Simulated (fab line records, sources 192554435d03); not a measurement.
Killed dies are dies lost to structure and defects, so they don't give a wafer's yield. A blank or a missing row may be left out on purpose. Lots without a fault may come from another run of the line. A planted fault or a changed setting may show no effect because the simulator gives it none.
fab line records | flow n5_finfet
record lots=9 wafers=27 last_day=18
route steps=1938 shown MOL_CONTACT_COAG@530 BEOL_M4@1111 PASSIVATION@1936
lots that met no fault: from a run of the same line without faults
start_h: hours from the record's first day to the start of the lot's first wafer shown | wait_h: hours since the lot's step before | " the same as in the row above | L1.1+2: a row that stands for several wafers | - no value, or no start given | * or withheld: withheld | < > ~ a bound
route shown NAME@n: a module of which the file shows steps, and the number in the route of the first | usual: mean/standard deviation of fault-free wafers | same: alike in all rows | chamber/n: place in a boat | sites: the reading at each site | _std_site: their standard deviation | _edge_site: outer sites' mean less inner sites' | radius_mm: how far each site lies from the wafer's centre | mask NAME#n: copy n | behind: the tool/chamber that last shaped the wafer | hold: why the lot was held/for how many hours/how that ended | device: the transistor (n, p or np) that didn't switch | end of line: the same wafers' tests at the end of the route | a step without rows: its recipe alone | killed: dies lost to structure and defects at the first sort, not the wafer's yield | map: a wafer's dies, x killed, . not, _ none there
set.NAME: the setting as run; set.NAME@STEP: as run at that earlier step | model.NAME: the simulator's own value behind a step, which no gauge read
steps of the route over a sample of lots; a table a step, a row a wafer
services: from which hour (start_h, from the record's first day; less than 0 if before it) a tool's chamber was out of use, for how many hours, and why
## steps
# step N5_MOL_CONTACT_COAG_ETCH_59
# recipe chemistry=N2/H2 target=underlayer target_depth_a=130 mask_material=CAR-EUV time_s=10.4 ion_energy_ev=200 pressure_mtorr=30 source_w=840 bias_w=150 n2_flow_sccm=200 h2_flow_sccm=200 ends=cleared
# usual chamber_pressure_mTorr=30.00/0.031 drypump_motor_current_A=5.6/0.41 etch_rf_on_time_s=10.36/0.14 oes_product_au=0.68/0.08 rf_fwd_power_W=819.1/2.5 rf_vpp_V=524.3/2.5 showerhead_plenum_p_Torr=2.55/0.088 throttle_valve_pct=17.88/0.25
# columns lot.wafer tool chamber start_h wait_h chamber_pressure_mTorr drypump_motor_current_A etch_rf_on_time_s oes_product_au rf_fwd_power_W rf_hours_counter_h rf_vpp_V showerhead_plenum_p_Torr throttle_valve_pct
L581.1 rie_diel-05 0 99.62 0.0 29.98 5.5 10.59 0.78 819.9 12 523.1 2.49 17.53
L581.2 " 1 " " 30.01 6.1 10.41 0.57 818.1 254 526.9 2.60 17.97
L581.4 " 2 " " 30.01 5.7 10.20 0.78 820.7 - 522.3 2.48 17.96
L582.1 rie_diel-01 3 105.64 0.0 30.02 5.3 10.42 0.71 818.9 72 522.2 2.47 17.53
L582.2 " 1 " " 29.99 5.6 10.44 0.61 819.2 199 523.7 2.51 17.93
L582.5 " 1 " " 29.99 5.6 10.40 0.61 815.1 - 521.8 2.52 17.94
L583.2 rie_diel-05 3 116.89 0.0 30.07 4.9 10.25 0.81 813.4 4 528.5 2.71 17.52
L583.4 " 0 " " 30.06 5.4 10.56 0.77 821.8 - 521.1 2.49 17.54
L583.6 " 3 " " 29.99 4.9 10.29 0.82 817.5 - 528.2 2.71 17.50
L586.2 rie_diel-05 0 133.40 0.0 29.96 5.5 10.39 0.76 822.5 23 522.7 2.49 17.52
L586.3 " 2 " " 29.97 5.7 10.01 0.75 821.1 52 522.5 2.47 17.99
L586.4 " 3 " " 30.07 5.0 10.22 0.78 816.7 12 528.4 2.71 17.53
L596.2 rie_diel-06 0 192.70 0.0 30.01 4.8 10.19 0.74 819.2 65 528.6 2.68 17.87
L596.5 " 3 " " 30.00 5.7 10.44 0.58 819.4 - 525.3 2.61 18.22
L596.6 " 2 " " 30.01 5.8 10.44 0.61 819.6 - 521.6 2.51 18.05
L597.1 rie_diel-01 1 197.79 0.0 30.08 5.7 10.42 0.59 819.6 232 523.7 2.50 17.99
L597.2 " 0 " " 29.98 6.2 10.52 0.59 817.5 233 524.2 2.52 18.31
L597.4 " 3 " " 30.01 5.4 10.35 0.69 820.7 103 521.8 2.46 17.57
L600.3 rie_diel-05 0 214.47 0.0 29.99 5.5 10.47 0.73 820.1 49 522.1 2.47 17.56
L600.4 " 1 " " 30.02 6.1 10.26 0.77 817.9 30 526.6 2.58 17.56
L600.6 " 0 " " 29.97 5.5 10.42 0.72 823.9 - 522.4 2.47 17.59
L601.1 rie_diel-01 0 229.10 0.0 30.03 6.2 10.49 0.59 815.2 243 523.1 2.51 18.31
L601.4 " 2 " " 30.04 5.2 10.29 0.66 817.2 132 522.7 2.44 17.81
L601.5 " 3 " " 30.04 5.4 10.42 0.68 814.9 - 521.4 2.45 17.61
L602.1 rie_diel-06 2 231.74 0.0 29.98 5.8 10.26 0.60 820.9 231 523.7 2.51 18.05
L602.3 " 0 " " 29.99 4.8 10.16 0.72 821.9 80 527.3 2.67 17.90
L602.5 " 1 " " 30.00 6.3 10.32 0.73 818.7 - 527.3 2.69 17.99
# step N5_MOL_CONTACT_COAG_TI_SIL_19
# recipe material=Ti target_thk_a=42 temp_c=200 chamber_pressure_pa=5 power_w=5000 time_s=15
# usual throttle_valve_pct=29.8/0.81
# same time_s=15
# columns lot.wafer tool chamber start_h wait_h throttle_valve_pct
L581.1 pvd_sputter-01 - 100.95 0.2 30.7
L581.2 " - " " 29.8
L581.4 " - " " 29.5
L582.1 pvd_sputter-01 - 106.51 0.2 29.5
L582.2 " - " " 31.0
L582.5 " - " " 30.2
L583.2 pvd_sputter-01 - 119.01 0.1 29.6
L583.4 " - " " 31.0
L583.6 " - " " 29.5
L586.2 pvd_sputter-03 - 134.32 0.2 29.4
L586.3 " - " " 29.6
L586.4 " - " " 28.9
L596.2 pvd_sputter-01 - 195.38 0.3 29.9
L596.5 " - " " 30.2
L596.6 " - " " 29.3
L597.1 pvd_sputter-03 - 199.28 0.2 29.4
L597.2 " - " " 28.9
L597.4 " - " " 30.5
L600.3 pvd_sputter-03 - 216.90 0.1 30.6
L600.4 " - " " 29.6
L600.6 " - " " 29.5
L601.1 pvd_sputter-03 - 230.09 0.3 29.7
L601.4 " - " " 30.3
L601.5 " - " " 29.0
L602.1 pvd_sputter-03 - 236.07 0.3 29.7
L602.3 " - " " 28.8
L602.5 " - " " 29.6
# step N5_MOL_CONTACT_COAG_ALD_123
# recipe material=SiNx target_thk_a=50 temp_c=400 ald_precursor_family=SiH2I2 ald_co_reactant=N2/H2-plasma pulse_time_s=1 purge_time_s=2 co_reactant_purge_time_s=2 ald_cycles=100 pressure_torr=2
# usual heater_power_w=873/76 precursor_pulse_height_rel=0.997/0.02
# same pulse_time_s=1
# columns lot.wafer tool chamber start_h wait_h heater_power_w precursor_pulse_height_rel
L581.1 ald_sin-04 1 109.87 0.2 846 1.040
L581.2 " 3 " " 935 1.005
L581.4 " 2 " " 868 1.025
L582.1 ald_sin-04 0 117.17 0.0 932 1.002
L582.2 " 3 " " 900 1.021
L582.5 " 0 " " 949 1.028
L583.2 ald_sin-01 1 126.88 0.0 968 0.989
L583.4 " 2 " " 878 0.969
L583.6 " 3 " " 735 0.989
L586.2 ald_sin-03 2 142.77 0.0 766 1.019
L586.3 " 0 " " 916 0.998
L586.4 " 1 " " 918 0.993
L596.2 ald_sin-03 2 201.66 0.0 758 1.005
L596.5 " 2 " " 777 1.017
L596.6 " 3 " " 978 0.981
L597.1 ald_sin-03 1 206.94 0.0 914 1.017
L597.2 " 2 " " 783 0.992
L597.4 " 2 " " 776 1.032
L600.3 ald_sin-04 0 224.26 0.0 905 1.024
L600.4 " 3 " " 938 0.996
L600.6 " 2 " " 817 0.981
L601.1 ald_sin-03 2 236.38 0.2 778 0.985
L601.4 " 1 " " 922 0.995
L601.5 " 3 " " 958 1.045
L602.1 ald_sin-04 1 245.21 0.0 839 1.029
L602.3 " 0 " " 906 0.986
L602.5 " 3 " " 942 0.993
# step N5_MOL_CONTACT_COAG_PECVD_31
# recipe material=SiO2 target_thk_a=460 temp_c=400 precursor=TEOS/O2 pressure_torr=6.5 rf_w=withheld teos_flow_sccm=withheld gas=O2 flow_sccm=2650 time_s=8.9
# usual susceptor_temp_C=400.00/0.24
# same time_s=8.9
# columns lot.wafer tool chamber start_h wait_h susceptor_temp_C
L581.1 pecvd-03 0 110.37 0.3 400.04
L581.2 " 1 " " 399.96
L581.4 " 0 " " 400.11
L582.1 pecvd-02 2 117.68 0.3 400.23
L582.2 " 0 " " 399.98
L582.5 " 1 " " 399.90
L583.2 pecvd-02 1 127.38 0.3 399.79
L583.4 " 2 " " 399.96
L583.6 " 1 " " 399.82
L586.2 pecvd-02 0 143.27 0.3 430.77
L586.3 " 2 " " 399.62
L586.4 " 1 " " 400.09
L596.2 pecvd-03 1 202.16 0.3 399.85
L596.5 " 2 " " 399.80
L596.6 " 0 " " 399.91
L597.1 pecvd-03 1 207.45 0.3 399.92
L597.2 " 2 " " 399.81
L597.4 " 1 " " 399.95
L600.3 pecvd-02 0 224.76 0.3 399.94
L600.4 " 0 " " 399.71
L600.6 " 1 " " 399.71
L601.1 pecvd-04 0 236.88 0.3 399.96
L601.4 " 2 " " 400.30
L601.5 " 1 " " 399.62
L602.1 pecvd-04 1 245.71 0.3 400.06
L602.3 " 0 " " 400.14
L602.5 " 0 " " 400.04
# step N5_MOL_CONTACT_COAG_THK_MEAS_53
# recipe reads=SiO2_of_MOL_CONTACT_COAG_PECVD_31
# usual VIA_MOL_THK=44.2/0.52
# columns lot.wafer tool chamber start_h wait_h VIA_MOL_THK[nm]
L581.1 film_metro-02 - 113.94 - 44.0
L581.2 " - " " 43.7
L581.4 " - " " 43.9
L582.1 film_metro-02 - 121.24 - 43.5
L582.2 " - " " 43.5
L582.5 " - " " 44.7
L583.2 film_metro-02 - 130.95 - 44.1
L583.4 " - " " 43.4
L583.6 " - " " 44.3
L586.2 film_metro-01 - 147.29 - 34.8
L586.3 " - " " 43.7
L586.4 " - " " 44.8
L596.2 film_metro-01 - 205.77 - 44.2
L596.5 " - " " 44.8
L596.6 " - " " 44.3
L597.1 film_metro-01 - 212.62 - 44.7
L597.2 " - " " 44.1
L597.4 " - " " 45.0
L600.3 film_metro-02 - 228.20 - 43.1
L600.4 " - " " 44.2
L600.6 " - " " 45.0
L601.1 film_metro-02 - 240.72 - 43.2
L601.4 " - " " 44.2
L601.5 " - " " 44.6
L602.1 film_metro-02 - 250.55 - 43.4
L602.3 " - " " 44.0
L602.5 " - " " 44.5
# step N5_BEOL_M4_RC_MEAS_101
# usual DIBL_N=35.7/1.3 DIBL_P=35.4/1.8 IOFF_N=0.152/0.027 IOFF_P=0.20/0.034 ION_N=672/9.8 ION_P=461/7.5 SS_N=71.4/0.55 SS_P=73.1/0.61 VT_N=251/3.3 VT_P=-251/3.6
# columns lot.wafer tool chamber start_h wait_h DIBL_N[mV/V] DIBL_P[mV/V] IOFF_N[nA/um] IOFF_P[nA/um] ION_N[uA/um] ION_P[uA/um] SS_N[mV/dec] SS_P[mV/dec] VT_N[mV] VT_P[mV]
L581.1 prober-01 0 179.12 0.0 38.6 38.5 0.217 0.30 674 468 72.4 74.4 248 -244
L581.2 " 0 " " 34.7 32.9 0.139 0.21 671 463 71.0 72.9 251 -249
L581.4 " 0 " " 34.8 34.2 0.144 0.22 673 460 71.6 73.5 251 -248
L582.1 prober-02 0 181.19 0.0 34.3 36.0 0.149 0.18 676 457 70.9 72.8 252 -255
L582.2 " 0 " " 34.6 34.9 0.144 0.17 664 455 71.6 72.0 254 -253
L582.5 " 0 " " 33.5 35.0 0.146 0.17 670 459 70.7 73.0 251 -252
L583.2 prober-01 0 191.24 0.2 35.8 36.2 0.162 0.18 676 452 71.3 73.1 253 -258
L583.4 " 0 " " 36.4 37.6 0.186 0.19 688 469 71.3 73.7 246 -252
L583.6 " 0 " " 36.6 37.3 0.188 0.19 673 453 72.3 73.8 251 -253
L586.2 prober-02 0 209.83 0.2 36.0 36.9 0.162 0.21 676 465 72.1 73.2 247 -251
L586.3 " 0 " " 35.9 36.5 0.157 0.20 682 459 71.7 72.6 248 -250
L586.4 " 0 " " 35.6 35.6 0.153 0.20 674 462 71.3 73.1 248 -250
L596.2 prober-01 0 279.11 0.2 34.7 33.2 0.143 0.19 674 463 72.2 73.0 252 -249
L596.5 " 0 " " 33.4 31.7 0.122 0.17 666 462 71.8 73.3 254 -251
L596.6 " 0 " " 35.4 35.0 0.164 0.21 676 469 72.1 73.5 252 -249
L597.1 prober-02 0 280.66 0.0 39.0 38.9 0.201 0.28 685 474 71.8 74.3 246 -246
L597.2 " 0 " " 38.2 37.8 0.196 0.27 691 479 72.4 74.4 248 -244
L597.4 " 0 " " 37.7 37.7 0.175 0.26 677 472 71.4 74.6 248 -244
L600.3 prober-02 0 286.21 0.3 35.3 35.0 0.137 0.18 679 464 70.7 72.9 254 -252
L600.4 " 0 " " 37.8 38.1 0.182 0.22 689 468 71.5 73.6 249 -249
L600.6 " 0 " " 35.5 35.2 0.137 0.18 678 466 71.0 73.5 250 -253
L601.1 prober-01 0 308.16 0.0 34.3 34.6 0.123 0.18 663 458 71.2 72.0 253 -252
L601.4 " 0 " " 36.4 36.6 0.150 0.20 673 464 71.5 73.5 250 -250
L601.5 " 0 " " 35.3 35.2 0.124 0.17 667 456 71.2 72.7 253 -251
L602.1 prober-02 0 318.48 0.0 34.8 33.5 0.121 0.19 674 459 70.5 73.0 254 -252
L602.3 " 0 " " 33.8 32.4 0.104 0.17 653 457 70.8 72.3 259 -253
L602.5 " 0 " " 35.4 34.7 0.132 0.20 668 467 71.3 73.0 252 -249
# step N5_PASSIVATION_PROBE_49
# usual defect_limited_yield=91.5/1.3 killed_at_M0_to_M3=33/11 killed_at_M4_up=14/5.3 killed_at_contacts=11/6.3 killed_at_front_end=38/10 killed_at_other=3.7/2.8 killed_dies=101/16 killed_open=67/12 killed_short=32/7.4 sort_bin_5_function=5.0/0.86 sort_bin_6_memory=3.2/0.69 sort_n_pass=1079/16 sort_yield_pct=91.5/1.3
# same gross_dies=1180 killed_at_back_side=0 sort_bin_4_leakage[%]=0 sort_bin_8_speed[%]=0
# columns lot.wafer tool chamber start_h wait_h defect_limited_yield[%] killed_at_M0_to_M3 killed_at_M4_up killed_at_contacts killed_at_front_end killed_at_other killed_dies killed_open killed_short sort_bin_5_function[%] sort_bin_6_memory[%] sort_n_pass sort_yield_pct[%]
L586.2 prober-02 - 306.20 0.1 89.7 37 22 9 49 4 121 89 32 5.7 4.4 1059 89.7
L586.4 prober-02 - 306.30 0.2 89.3 46 12 10 56 2 126 81 45 6.4 4.0 1054 89.3
# killed by level:class
L586.2 FIN_SAQP:geometric_particle:open=15 BEOL_M4:geometric_particle:open=13 BEOL_M2:geometric_particle:open=11 BEOL_M0_SAQP:geometric_particle:open=10 FIN_SAQP:geometric_particle:short=7 STI_FIN_REVEAL:geometric_particle:open=7 MOL_CONTACT_COAG:geometric_particle:open=7 BEOL_M1:geometric_particle:open=5
L586.4 FIN_SAQP:geometric_particle:open=28 BEOL_M3:geometric_particle:short=12 MOL_CONTACT_COAG:geometric_particle:open=10 BEOL_M1:geometric_particle:short=10 FIN_SAQP:geometric_particle:short=9 BEOL_M4:geometric_particle:open=6 BEOL_M0_SAQP:geometric_particle:short=5 DUMMY_GATE:geometric_particle:open=5
## services
# columns tool chamber start_h hours kind
pecvd-03 - 77.78 0.3 repair
rie_diel-05 3 77.97 4.6 repair
pecvd-02 2 79.20 2.1 scheduled_down
rie_diel-05 3 82.67 - clean
rie_diel-05 3 82.67 - consumable_replace:focus_ring
rie_diel-05 3 82.67 - consumable_replace:showerhead
rie_diel-05 3 82.67 23.6 scheduled_down
ald_sin-03 - 85.29 14.0 pm
pecvd-04 - 108.50 5.5 pm
ald_sin-03 - 143.78 28.1 pm
rie_diel-06 0 149.96 9.6 repair
pecvd-03 - 152.71 6.0 pm
ald_sin-04 - 176.82 14.0 pm
pecvd-04 - 177.19 2.8 pm
rie_diel-06 - 186.01 2.8 pm
ald_sin-01 - 186.80 0.8 pm
ald_sin-03 - 187.19 2.6 repair
rie_diel-06 2 193.07 5.0 repair
pecvd-03 1 193.72 6.0 repair
pecvd-04 - 194.54 2.1 repair
ald_sin-01 0 196.32 3.0 repair
ald_sin-03 0 199.37 8.0 repair
ald_sin-01 - 239.76 6.1 pm
ald_sin-03 1 244.08 2.7 repair
## key
first_sign step=N5_MOL_CONTACT_COAG_PECVD_31 reading=susceptor_temp_C direction=up sigmas=99+ usual=* struck=*
effect step=N5_MOL_CONTACT_COAG_THK_MEAS_53 reading=VIA_MOL_THK direction=down sigmas=18 usual=44.2 struck=34.8
met_at N5_MOL_CONTACT_COAG_PECVD_31
struck_lots L586
struck_wafers L586.2
not_acting_at N5_MOL_CONTACT_COAG_ETCH_59,N5_MOL_CONTACT_COAG_TI_SIL_19,N5_MOL_CONTACT_COAG_ALD_123
onset_between 117.68 143.27
fault kind=process_parameter_drift tool=pecvd-02 chamber=0 onset_h=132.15 steps=N5_MOL_CONTACT_COAG_PECVD_31 channel=temp_c offset=* shape=step end_h=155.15 acts_in=* stated=*
